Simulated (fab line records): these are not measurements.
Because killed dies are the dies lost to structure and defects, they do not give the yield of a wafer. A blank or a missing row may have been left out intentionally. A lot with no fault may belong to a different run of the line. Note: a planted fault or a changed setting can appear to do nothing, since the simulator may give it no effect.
Split-lot trial -- flow n5-finfet -- route with 1938 steps; 7 lots, 21 wafers read

## ON THE SPLIT
At N5_BEOL_M10_ETCH_41 (etches SiCN in CH3F/O2, target depth 42.6 nm, time 86 s), the setting source-w was moved away from the recipe's 395 W on 8 of the 21 wafers read, by -12.8% to +17.6%. All remaining wafers had this setting at the recipe value.

The reading comes from the split's own step.

## THE READING
rf-vpp-V, in V, at N5_BEOL_M10_ETCH_41 (etches SiCN in CH3F/O2, target depth 42.6 nm, time 86 s). A value of 297.2 V with a standard deviation of 1.6 V is what fault-free wafers of this fab line usually give.

wafer,"tool, chamber at the split","source-w as run, W",against the recipe,"rf-vpp-V, V",against lot-mates on the recipe
L079.1,"rie-diel-01, 2",395,recipe,299.3,-
L079.2,"rie-diel-01, 0",395,recipe,297.1,-
L079.6,"rie-diel-01, 3",453.6,+14.8%,285.7,-12.5
L078.1,"rie-diel-06, 0",436.5,+10.5%,288.3,-10.9
L078.4,"rie-diel-06, 1",436.5,+10.5%,288.0,-11.2
L078.5,"rie-diel-06, 0",395,recipe,299.2,-
L080.1,"rie-diel-06, 1",395,recipe,297.7,-
L080.2,"rie-diel-06, 3",395,recipe,295.6,-
L080.3,"rie-diel-06, 0",395,recipe,298.1,-
L082.2,"rie-diel-03, 2",395,recipe,296.0,-
L082.4,"rie-diel-03, 0",395,recipe,297.6,-
L082.6,"rie-diel-03, 2",395,recipe,294.9,-
L083.1,"rie-diel-01, 3",344.3,-12.8%,314.1,+18.4
L083.5,"rie-diel-01, 1",344.3,-12.8%,310.2,+14.5
L083.6,"rie-diel-01, 0",395,recipe,295.7,-
L085.4,"rie-diel-06, 3",422.5,+7.0%,288.2,-8.6
L085.5,"rie-diel-06, 2",395,recipe,296.8,-
L085.6,"rie-diel-06, 3",422.5,+7.0%,289.9,-6.9
L097.2,"rie-diel-06, 1",395,recipe,296.7,-
L097.3,"rie-diel-06, 3",464.6,+17.6%,281.7,-14.8
L097.5,"rie-diel-06, 3",395,recipe,296.4,-

THE FIT
A straight line over all 21 wafers: rf-vpp-V changes by -0.971 V for each +1% of source-w; r = -0.97; the points scatter about the line by 1.8 V.
The same after taking each lot's own level away (the mean of its wafers on the recipe; 21 wafers): -1.05 V for each +1%; r = -0.98; scatter 1.7 V.
The reading moves by 18 V for the largest change in source-w, on that fit.
From 295.70 to 299.20 V: that is the span of the lots' own levels, equal to 2.2 times the standard deviation above.
The two slopes are in agreement: the lot-to-lot level therefore moves the slope only a little.
Check: -19 V against its lot-mates is what the line predicts for one of the wafers moved furthest among these (+17.6%) when that wafer is left out of the fit. It came out at -14.8 V against them.
Tool readings at the split's step, against how far the setting was moved: rf-vpp-V r = -0.97.

## FURTHER SPLITS ON THESE WAFERS
Other splits were also applied to these wafers ahead of the reading. Each is held against what the fit with the lots' levels taken away leaves over:
other split on the same wafers,wafers away from the commonest value,r with rf-vpp-V (lot level and that fit taken away)
N5_BEOL_M6_COAT_63 spin-rpm,9,-0.15
N5_BEOL_M6_COAT_22 spin-rpm,5,+0.43
N5_BEOL_M6_VIA_ETCH_34 time-s,5,-0.58
N5_BEOL_M6_TRENCH_ETCH_37 source-w,12,+0.01
N5_BEOL_M8_ETCH_65 source-w,7,-0.40
N5_BEOL_M9_TRENCH_ETCH_37 source-w,13,+0.03

## FILE'S OWN FIT
rf-vpp-V changes by -0.971 V for each +1% of source-w, r = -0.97.
